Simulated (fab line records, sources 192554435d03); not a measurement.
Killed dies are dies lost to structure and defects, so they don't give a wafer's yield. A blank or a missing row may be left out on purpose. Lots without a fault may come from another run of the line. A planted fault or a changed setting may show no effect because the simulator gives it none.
fab line records | flow n5_finfet
record lots=12 wafers=36 last_day=19
route steps=1938 shown BEOL_M15@1774
lots that met no fault: from a run of the same line without faults
start_h: hours from the record's first day to the start of the lot's first wafer shown | wait_h: hours since the lot's step before | " the same as in the row above | L1.1+2: a row that stands for several wafers | - no value, or no start given | * or withheld: withheld | < > ~ a bound
route shown NAME@n: a module of which the file shows steps, and the number in the route of the first | usual: mean/standard deviation of fault-free wafers | same: alike in all rows | chamber/n: place in a boat | sites: the reading at each site | _std_site: their standard deviation | _edge_site: outer sites' mean less inner sites' | radius_mm: how far each site lies from the wafer's centre | mask NAME#n: copy n | behind: the tool/chamber that last shaped the wafer | hold: why the lot was held/for how many hours/how that ended | device: the transistor (n, p or np) that didn't switch | end of line: the same wafers' tests at the end of the route | a step without rows: its recipe alone | killed: dies lost to structure and defects at the first sort, not the wafer's yield | map: a wafer's dies, x killed, . not, _ none there
set.NAME: the setting as run; set.NAME@STEP: as run at that earlier step | model.NAME: the simulator's own value behind a step, which no gauge read
steps of the route over a sample of lots; a table a step, a row a wafer
services: from which hour (start_h, from the record's first day; less than 0 if before it) a tool's chamber was out of use, for how many hours, and why
## steps
# step N5_BEOL_M15_THK_MEAS_01
# recipe reads=SiO2_of_BEOL_M15_ILD_DEP_00
# usual M15_ILD_THK=1631/20
# columns lot.wafer tool chamber start_h wait_h M15_ILD_THK[nm]
L736.1 film_metro-01 - 272.48 0.1 1615
L736.3 " - " " 1622
L736.5 " - " " 1654
L738.1 film_metro-02 - 279.92 0.1 1624
L738.2 " - " " 1622
L738.4 " - " " 1636
L739.2 film_metro-01 - 280.97 0.1 1637
L739.5 " - " " 1657
L739.6 " - " " 1671
L742.1 film_metro-01 - 305.99 0.1 1606
L742.3 " - " " 1623
L742.5 " - " " 1647
L746.2 film_metro-01 - 372.04 0.1 1606
L746.4 " - " " 1656
L746.5 " - " " 1640
L751.2 film_metro-02 - 377.15 0.1 1629
L751.3 " - " " 1609
L751.5 " - " " 1640
L745.3 film_metro-02 - 385.92 0.1 1624
L745.4 " - " " 1649
L745.5 " - " " 1659
L752.2 film_metro-02 - 395.09 0.1 1611
L752.3 " - " " 1629
L752.6 " - " " 1657
L755.3 film_metro-02 - 409.96 0.1 1592
L755.4 " - " " 1640
L755.5 " - " " 1614
L754.1 film_metro-02 - 414.58 0.1 1640
L754.2 " - " " 1617
L754.6 " - " " 1639
L759.1 film_metro-01 - 431.52 0.1 1666
L759.2 " - " " 1624
L759.5 " - " " 1644
L757.4 film_metro-02 - 431.79 0.0 1649
L757.5 " - " " 1651
L757.6 " - " " 1640
# step N5_BEOL_M15_CD_MEAS_10
# recipe target_cd_nm=360 landing_energy_ev=500 detector=se_inlens polarity=opening
# usual cd_nm=360.0/1.2
# columns lot.wafer tool chamber start_h wait_h cd_nm
L736.1 cd_sem-01 0 272.78 - 358.8
L736.3 " 0 " " 360.2
L736.5 " 0 " " 360.4
L738.1 cd_sem-02 0 280.35 - 359.0
L738.2 " 0 " " 358.3
L738.4 " 0 " " 358.6
L739.2 cd_sem-03 0 281.40 - 359.9
L739.5 " 0 " " 361.2
L739.6 " 0 " " 358.7
L742.1 cd_sem-01 0 306.41 - 363.2
L742.3 " 0 " " 361.2
L742.5 " 0 " " 360.0
L746.2 cd_sem-03 0 372.34 - 358.2
L746.4 " 0 " " 358.7
L746.5 " 0 " " 359.5
L751.2 cd_sem-02 0 377.45 - 361.1
L751.3 " 0 " " 361.7
L751.5 " 0 " " 360.5
L745.3 cd_sem-01 0 386.35 - 362.7
L745.4 " 0 " " 362.4
L745.5 " 0 " " 360.2
L752.2 cd_sem-03 0 395.52 - 363.0
L752.3 " 0 " " 360.6
L752.6 " 0 " " 361.9
L755.3 cd_sem-02 0 410.39 - 357.4
L755.4 " 0 " " 358.6
L755.5 " 0 " " 361.3
L754.1 cd_sem-03 0 415.01 - 359.6
L754.2 " 0 " " 360.5
L754.6 " 0 " " 358.6
L759.1 cd_sem-03 0 431.82 - 358.5
L759.2 " 0 " " 359.8
L759.5 " 0 " " 359.1
L757.4 cd_sem-02 0 432.10 - 359.9
L757.5 " 0 " " 359.7
L757.6 " 0 " " 358.4
# step N5_BEOL_M15_STRIP_64
# recipe chemistry=O2 power_w=600 temp_c=60 pressure_mtorr=30 rf_frequency_hz=6e+07 bias_power_w=0 overash_fraction=0.3 o2_flow_sccm=225
# usual drypump_motor_current_A=5.6/0.47 oes_product_au=0.81/0.084 rf_vpp_V=3.7/0.5 showerhead_plenum_p_Torr=2.10/0.083 throttle_valve_pct=16.67/0.2
# same bias_power_w=0
# columns lot.wafer tool chamber start_h wait_h drypump_motor_current_A oes_product_au rf_hours_counter_h rf_vpp_V showerhead_plenum_p_Torr throttle_valve_pct
L736.1 rie_diel-03 0 - - 4.7 0.82 72 3.6 2.04 16.49
L736.3 " 2 " " 5.3 0.94 13 2.9 2.24 16.54
L736.5 " 2 " " 5.3 0.95 - 3.8 2.24 16.55
L738.1 rie_diel-03 2 - - 5.3 0.95 15 2.9 2.24 16.57
L738.2 " 1 " " 6.0 0.70 250 2.8 2.15 16.85
L738.4 " 3 " " 5.5 0.87 49 3.7 2.23 16.51
L739.2 rie_diel-02 0 - - 5.6 0.86 54 3.7 2.05 16.62
L739.5 " 0 " " 5.6 0.86 - 3.5 2.05 16.60
L739.6 " 3 " " 5.8 0.75 - 3.7 2.02 17.02
L742.1 rie_diel-02 0 - - 5.6 0.87 60 3.4 2.05 16.63
L742.3 " 3 " " 5.8 0.74 131 3.0 2.01 17.04
L742.5 " 3 " " 5.8 0.74 - 3.6 2.01 17.04
L746.2 rie_diel-06 0 - - 5.2 0.86 62 3.4 2.04 16.52
L746.4 " 0 " " 5.2 0.85 - 4.0 2.04 16.55
L746.5 " 3 " " 5.5 0.66 - 4.0 2.05 16.99
L751.2 rie_diel-03 0 - - 4.7 0.77 102 3.1 2.03 16.56
L751.3 " 3 " " 5.5 0.83 74 4.3 2.22 16.59
L751.5 " 2 " " 5.3 0.89 - 2.9 2.23 16.62
L745.3 rie_diel-02 0 - - 5.7 0.82 82 3.4 2.04 16.66
L745.4 " 3 " " 5.8 0.73 153 3.9 2.01 17.08
L745.5 " 0 " " 5.6 0.82 - 3.8 2.04 16.66
L752.2 rie_diel-03 0 - - 4.8 0.76 110 4.2 2.03 16.57
L752.3 " 2 " " 5.3 0.87 50 4.0 2.22 16.62
L752.6 " 3 " " 5.5 0.81 - 3.4 2.21 16.58
L755.3 rie_diel-06 0 - - 5.2 0.84 72 4.1 2.04 16.54
L755.4 " 1 " " 5.6 0.97 - 3.8 2.15 16.70
L755.5 " 0 " " 5.2 0.85 - 4.3 2.04 16.55
L754.1 rie_diel-02 2 - - 6.0 0.69 236 3.0 2.17 16.94
L754.2 " 3 " " 5.8 0.72 163 4.4 2.00 17.10
L754.6 " 1 " " 6.4 0.82 - 3.0 2.12 16.48
L759.1 rie_diel-06 2 - - 6.5 0.69 227 3.6 1.99 16.66
L759.2 " 0 " " 5.2 0.83 81 3.3 2.04 16.55
L759.5 " 2 " " 6.5 0.69 - 4.0 1.99 16.66
L757.4 rie_diel-02 2 - - 6.0 0.68 240 4.4 2.17 16.96
L757.5 " 2 " " 6.0 0.69 - 3.4 2.17 16.95
L757.6 " 1 " " 6.3 0.82 - 3.4 2.12 16.49
# step N5_BEOL_M15_COAT_22
# recipe spin_rpm=1704 resist_thk_nm=800
# usual spin_speed_rpm=1704.1/1.1
# columns lot.wafer tool chamber start_h wait_h spin_speed_rpm
L736.1 litho_track-04 0 273.98 - 1704.7
L736.3 " 0 " " 1704.5
L736.5 " 0 " " 1703.4
L738.1 litho_track-05 0 281.55 - 1703.5
L738.2 " 0 " " 1703.6
L738.4 " 0 " " 1703.2
L739.2 litho_track-04 0 282.62 - 1704.5
L739.5 " 0 " " 1702.1
L739.6 " 0 " " 1703.5
L742.1 litho_track-03 0 307.61 - 1704.8
L742.3 " 0 " " 1704.4
L742.5 " 0 " " 1702.7
L746.2 litho_track-04 0 373.54 - 1608.1
L746.4 " 0 " " 1606.9
L746.5 " 0 " " 1606.7
L751.2 litho_track-03 0 378.90 - 1704.3
L751.3 " 0 " " 1704.2
L751.5 " 0 " " 1704.9
L745.3 litho_track-04 0 387.62 - 1606.4
L745.4 " 0 " " 1605.9
L745.5 " 0 " " 1607.9
L752.2 litho_track-05 0 397.95 - 1702.0
L752.3 " 0 " " 1703.8
L752.6 " 0 " " 1703.8
L755.3 litho_track-03 0 411.62 - 1703.8
L755.4 " 0 " " 1704.4
L755.5 " 0 " " 1706.7
L754.1 litho_track-03 0 416.28 - 1705.0
L754.2 " 0 " " 1703.7
L754.6 " 0 " " 1703.0
L759.1 litho_track-03 0 433.25 - 1702.9
L759.2 " 0 " " 1704.8
L759.5 " 0 " " 1703.5
L757.4 litho_track-05 0 434.09 - 1707.2
L757.5 " 0 " " 1705.0
L757.6 " 0 " " 1704.8
## services
# columns tool chamber start_h hours kind
rie_diel-06 3 252.54 2.8 repair
rie_diel-03 1 260.48 6.6 repair
rie_diel-03 1 280.85 - clean
rie_diel-03 1 280.85 - consumable_replace:focus_ring
rie_diel-03 1 280.85 20.3 scheduled_down
rie_diel-03 1 280.85 20.3 vent_cycle
rie_diel-03 3 318.68 3.2 repair
rie_diel-06 3 326.10 3.0 repair
rie_diel-06 1 356.46 - clean
rie_diel-06 1 356.46 - consumable_replace:focus_ring
rie_diel-06 1 356.46 29.5 scheduled_down
rie_diel-06 1 356.46 29.5 vent_cycle
rie_diel-03 2 381.01 1.2 repair
rie_diel-02 - 383.04 0.7 repair
rie_diel-06 - 385.21 14.6 pm
litho_track-03 - 386.17 - consumable_replace:filter
rie_diel-03 1 388.62 8.8 repair
rie_diel-06 3 399.81 - clean
rie_diel-06 3 399.81 - consumable_replace:focus_ring
rie_diel-06 3 399.81 20.3 scheduled_down
rie_diel-06 3 399.81 20.3 vent_cycle
litho_track-04 - 405.45 - consumable_replace:filter
rie_diel-02 2 428.98 2.7 repair
## key
first_sign step=N5_BEOL_M15_COAT_22 reading=spin_speed_rpm direction=down sigmas=88 usual=* struck=*
effect none on later readings
met_at N5_BEOL_M15_COAT_22
struck_lots L745,L746
not_acting_at N5_BEOL_M15_THK_MEAS_01,N5_BEOL_M15_CD_MEAS_10,N5_BEOL_M15_STRIP_64
onset_between 282.62 373.54
fault kind=process_parameter_drift tool=litho_track-04 chamber=- onset_h=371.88 steps=N5_BEOL_M15_COAT_22 channel=spin_rpm offset=* shape=step end_h=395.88 acts_in=* stated=*
